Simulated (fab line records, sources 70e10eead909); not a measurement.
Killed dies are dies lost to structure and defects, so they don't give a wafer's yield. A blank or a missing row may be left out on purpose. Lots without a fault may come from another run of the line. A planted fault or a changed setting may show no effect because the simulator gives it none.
Which tool did it? | flow nand_harc | 13 lots, 39 wafers sampled, at 1 step of a route of 1302

WHAT THE GAUGES READ, wafer by wafer
NHARC_A_CHANNEL_HOLE_D2_CD_MEAS_31.
lot  | measured     | on        | cd_nm (nm)
L858 | day 13 16:11 | cd_sem-01 | 90.1 92.4 87.9
L859 | day 14 14:56 | cd_sem-03 | 90.3 90.0 90.3
L860 | day 14 22:14 | cd_sem-03 | 90.0 88.5 90.7
L861 | day 15 05:24 | cd_sem-02 | 88.3 90.4 88.8
L862 | day 15 22:07 | cd_sem-02 | 91.4 91.0 92.4
L863 | day 16 05:59 | cd_sem-02 | 92.4 89.8 92.8
L864 | day 17 09:20 | cd_sem-03 | 91.6 87.2 89.2
L866 | day 18 00:22 | cd_sem-03 | 88.3 90.8 89.2
L868 | day 18 17:25 | cd_sem-02 | 89.4 92.4 90.9
L873 | day 20 08:44 | cd_sem-02 | 88.4 91.8 89.8
L876 | day 22 10:15 | cd_sem-03 | 88.1 88.7 88.5
L879 | day 22 20:31 | cd_sem-01 | 89.1 94.1 92.0
L878 | day 23 00:40 | cd_sem-02 | 88.5 89.0 89.1

WHICH TOOL RAN EACH LOT (tool, then ch and the chambers of the sampled wafers, then the start)
The record holds no process step before these readings.

WHAT THE TOOLS THEMSELVES READ (means of the sampled wafers that have a number; where no wafer has one, the mark that the record gives instead)
The record holds no such reading with a usual standard deviation.

THE ANSWER, worked out from the rows above alone
Rule: what is usual is taken from the lots themselves. Put in order of their means at a reading, lots are off if they are a third of the lots or fewer, leave a main group of 4 or more, and stand apart from it by a gap of 3 or more times the standard deviation of the main group's means; of several such gaps the widest counts. A main group whose means are all the same, to the digits that the tables above print for the reading, isn't used. A lot without any number at a reading at which 4 lots or more have one is off too. The other lots that the step has rows for count as sound. The gauges are gone through in route order, then the tools' own readings, and for those a lot's mean is taken as printed above. The first step at which some lot is off is used, and at that step the reading that is off furthest; a lot without a number counts as furthest.
No lot is off at any reading shown: from this, nothing can be told.

WHAT THE SIMULATOR HAD PUT IN
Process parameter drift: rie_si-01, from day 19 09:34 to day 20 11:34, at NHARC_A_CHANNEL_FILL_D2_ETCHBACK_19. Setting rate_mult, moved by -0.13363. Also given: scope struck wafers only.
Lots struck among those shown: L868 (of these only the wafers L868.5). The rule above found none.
